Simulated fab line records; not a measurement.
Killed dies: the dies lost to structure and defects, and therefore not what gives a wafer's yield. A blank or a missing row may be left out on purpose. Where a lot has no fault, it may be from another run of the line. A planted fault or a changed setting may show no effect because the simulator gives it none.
Split-lot trial    flow n5Finfet    7 lots, 21 wafers read, on a route of 1938 steps

== THE SPLIT ==
At N5_BEOL_M7_COAT_60 (time 60 s, resist thk 35 nm), the setting spinRpm was moved away from the recipe's 1500 rpm on 5 of the 21 wafers read, by -5.7% to +10.9%. This setting was run at the recipe's value on the other wafers.

== FROM THE SPLIT TO THE READING: what the file shows between them, 4 steps ==
- N5_BEOL_M7_COAT_05: resist thk 90 nm
- N5_BEOL_M7_EBR_07
- N5_BEOL_M7_DESCUM_16: chemistry O2, time 7.9 s
- N5_BEOL_M7_ETCH_61: etches SiARC in CF4, target depth 45.5 nm, time 75.8 s

== THE READING ==
SiARC_of_BEOL_M7_COAT_60.thkNm (the simulator's own value, which no gauge read), in nm, at N5_BEOL_M7_ETCH_62 (etches SOC in N2/H2, target depth 110 nm, overetch 22 nm, time 165 s). The file does not state a usual value for it. Average 28.2 nm, standard deviation 0.25 nm, over the 16 wafers here run with the recipe.

wafer   tool, chamber at the split  spinRpm as run, rpm  against the recipe  SiARC_of_BEOL_M7_COAT_60.thkNm, nm  against lot-mates on the recipe
L077.4  lithoTrack-02, 0            1500                 recipe              28.2                                -
L077.5  lithoTrack-02, 0            1500                 recipe              28.2                                -
L077.6  lithoTrack-02, 0            1664                 +10.9%              26.6                                -1.6
L082.3  lithoTrack-05, 0            1414                 -5.7%               28.8                                +0.6
L082.4  lithoTrack-05, 0            1500                 recipe              28.2                                -
L082.5  lithoTrack-05, 0            1414                 -5.7%               29.2                                +1.0
L084.2  lithoTrack-05, 0            1500                 recipe              28                                  -
L084.4  lithoTrack-05, 0            1500                 recipe              28.4                                -
L084.5  lithoTrack-05, 0            1432                 -4.5%               29.2                                +1.0
L089.2  lithoTrack-01, 0            1500                 recipe              28                                  -
L089.4  lithoTrack-01, 0            1500                 recipe              28                                  -
L089.6  lithoTrack-01, 0            1500                 recipe              28                                  -
L093.1  lithoTrack-01, 0            1500                 recipe              28.2                                -
L093.2  lithoTrack-01, 0            1500                 recipe              27.8                                -
L093.4  lithoTrack-01, 0            1500                 recipe              28.6                                -
L097.1  lithoTrack-02, 0            1500                 recipe              28.6                                -
L097.2  lithoTrack-02, 0            1500                 recipe              28.6                                -
L097.5  lithoTrack-02, 0            1500                 recipe              28.2                                -
L096.2  lithoTrack-01, 0            1578                 +5.2%               27.8                                -0.6
L096.5  lithoTrack-01, 0            1500                 recipe              28.6                                -
L096.6  lithoTrack-01, 0            1500                 recipe              28.2                                -

FIT RESULTS
A straight line over all 21 wafers: SiARC_of_BEOL_M7_COAT_60.thkNm changes by -0.143 nm for each +1% of spinRpm; r = -0.89; the points scatter about the line by 0.26 nm.
The same after taking each lot's own level away (the mean of its wafers on the recipe; 21 wafers): -0.147 nm for each +1%; r = -0.93; scatter 0.21 nm.
That fit puts the effect of the largest move of spinRpm on the reading at 1.6 nm.
The span of the lots' own levels, 28.00 to 28.47 nm, comes to 1.9 times the standard deviation stated above.
Consequently the slope shifts little with the lot-to-lot level, the two slopes agreeing.
Check: -1.58 nm against its lot-mates is what the line predicts for one of the wafers moved furthest among these (+10.9%) when that wafer is left out of the fit. Against them it came out at -1.6 nm.

== ADDITIONAL SPLITS CARRIED BY THESE WAFERS ==
Note: prior to the reading, these wafers also went through further splits. Each is held against what the fit with the lots' levels taken away leaves over:
other split on the same wafers  wafers away from the commonest value  r with SiARC_of_BEOL_M7_COAT_60.thkNm (lot level and that fit taken away)
N5_BEOL_M4_COAT_05 spinRpm      3                                     +0.02
N5_BEOL_M4_DESCUM_16 timeS      5                                     -0.07
N5_BEOL_M5_ILD_DEP_00 timeS     4                                     -0.28
N5_BEOL_M5_ETCH_72 biasW        7                                     +0.03
N5_BEOL_M5_COAT_74 spinRpm      6                                     +0.06
N5_BEOL_M6_ETCH_66 sourceW      8                                     -0.23
N5_BEOL_M7_PECVD_70 tempC       6                                     +0.12

== THE WHOLE CHAIN: every reading that the file lists as answering this split, in the file's order ==
step                what it does                                                          reading                                                                            change (the file's fit)                r (the file's)
N5_BEOL_M7_COAT_60  time 60 s, resist thk 35 nm                                           SiARC_of_BEOL_M7_COAT_60.thkNm (the simulator's own value, which no gauge read)    -0.161 nm for each +1% of the setting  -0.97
N5_BEOL_M7_ETCH_61  etches SiARC in CF4, target depth 45.5 nm, time 75.8 s                etch.depthNm (the simulator's own value, which no gauge read)                      -0.163 nm for each +1% of the setting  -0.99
N5_BEOL_M7_ETCH_61  etches SiARC in CF4, target depth 45.5 nm, time 75.8 s                CAR-ArF_of_BEOL_M7_COAT_05.thkNm (the simulator's own value, which no gauge read)  +0.174 nm for each +1% of the setting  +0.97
N5_BEOL_M7_ETCH_62  etches SOC in N2/H2, target depth 110 nm, overetch 22 nm, time 165 s  SiARC_of_BEOL_M7_COAT_60.thkNm (the simulator's own value, which no gauge read)    -0.149 nm for each +1% of the setting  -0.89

== FILE'S OWN FIT ==
SiARC_of_BEOL_M7_COAT_60.thkNm changes by -0.149 nm for each +1% of spinRpm, r = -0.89.
